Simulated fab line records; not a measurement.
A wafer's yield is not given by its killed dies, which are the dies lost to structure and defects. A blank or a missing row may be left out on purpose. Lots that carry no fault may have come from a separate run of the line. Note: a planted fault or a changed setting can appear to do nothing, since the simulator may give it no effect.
Problem report in the 8D (eight disciplines) form, filled by code ; flow n5-finfet ; the parts of the form that need people (team, actions taken, sign-off) are left out

1. WHAT IS WRONG
Mean of killed_at_M4_up at N5_PASSIVATION_PROBE_49: 107 across 2 wafers in 2 lots; on wafers with no fault it is 14 (standard deviation 5.2). That is +18 standard deviations from the usual mean.
Earliest sighting: wafer L252.6 on prober-02 at day 16 22:50. The record holds 15 wafers of 6 lots with a number at this step. The rule behind "out" and "out of limits": a value lying over 4 standard deviations away from the usual mean. Any other wafer with a number is counted as sound.

2. WHAT IT IS, WHAT IT ISN'T
question;is;is not
which readings at this step;killed_at_M4_up, defect-limited-yield, killed-dies, killed-on-rim, sort_bin_5_function, sort-n-pass, sort-yield-pct;killed_at_M0_to_M3, killed-at-contacts, killed-at-front-end, killed-at-other, killed-open, killed-short, sort_bin_6_memory, sort_bin_8_speed
which lots;L252, L254;L239, L241, L243, L245
which wafers of those lots;L252.6, L254.1;L252.1, L252.2, L254.2, L254.6
read on which tools;prober-02;prober-01
when;from day 16 22:50;"up to then (11 sound wafers); but 2 sound wafers of L254 came after"

3. SUSPECTS, AND WHAT RULES EACH OUT
Counting: a tool at a process step up to the reading stays a suspect if it ran every lot that is out. Sound lots after the first of them don't rule it out here, since some wafers of a struck lot are sound.
- rie-diel-04 at N5_BEOL_M5_ETCH_41 (etches SiCN in CH3F/O2, target depth 31.5 nm, time 56.7 s): kept. It processed each lot that is out (first: L252, day 12 09:53); up to then, its last sound lot is L245 (day 10 07:56).
- prober-02 at N5_PASSIVATION_PROBE_49: kept. It processed each lot that is out (first: L252, day 16 22:35); up to then, its last sound lot is L243 (day 14 16:29). Out on those wafers are its own readings of defect-limited-yield, killed_at_M4_up, killed-dies, killed-on-rim, sort_bin_5_function, sort-n-pass, sort-yield-pct.
- rie-diel-04, N5_BEOL_M5_ETCH_41: wafers that are out in chamber 2, sound lot-mates in chambers 0, 3.
Left after counting: rie-diel-04 at N5_BEOL_M5_ETCH_41, prober-02 at N5_PASSIVATION_PROBE_49.

4. THE CAUSE (what the simulator had put in)
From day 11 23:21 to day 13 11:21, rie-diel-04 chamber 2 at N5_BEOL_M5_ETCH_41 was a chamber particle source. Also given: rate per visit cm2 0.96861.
After counting, 2 suspects remain, this tool included.

5. THE CHAIN OF EFFECTS, in route order
Rows list readings where the struck wafers' mean (over those with a number) sits beyond 3 standard deviations from the usual. Only readings for which the record gives a usual standard deviation are gone through. hours: the time from each lot's start at the first step in this table that gives one to its start at this step, as a median over the lots. sigmas: the change in usual standard deviations.
hours;step;reading;usual;on struck wafers;change;sigmas
0;N5_PASSIVATION_PROBE_49;defect-limited-yield;91.3 %;82.9;-8.4;-6.4
0;N5_PASSIVATION_PROBE_49;killed_at_M4_up;14;107;+93;+18
0;N5_PASSIVATION_PROBE_49;killed-dies;103;201;+98;+6.5
0;N5_PASSIVATION_PROBE_49;killed-on-rim;14;31;+17;+4.2
0;N5_PASSIVATION_PROBE_49;sort_bin_5_function;5.1 %;10.6;+5.5;+6.3
0;N5_PASSIVATION_PROBE_49;sort-n-pass;1077;979;-98;-6.5
0;N5_PASSIVATION_PROBE_49;sort-yield-pct;91.3 %;82.9;-8.4;-6.4
Here are the process steps it includes:
- N5_PASSIVATION_PROBE_49

6. HOW IT WOULD HAVE BEEN CAUGHT EARLIER
119 hours passed between the start of the fault at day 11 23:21 and the first reading out of limits in this record, taken at day 16 22:50.
Of the tool readings at N5_BEOL_M5_ETCH_41 for which the record gives a usual standard deviation, none was out on any struck wafer, so an alarm limit of 4 standard deviations on them would not have fired.
The start of N5_BEOL_M5_ETCH_41 on rie-diel-04 came by day 16 22:50 for every one of the lots that are out (2). Tool hold at that time: it would have spared none of them.
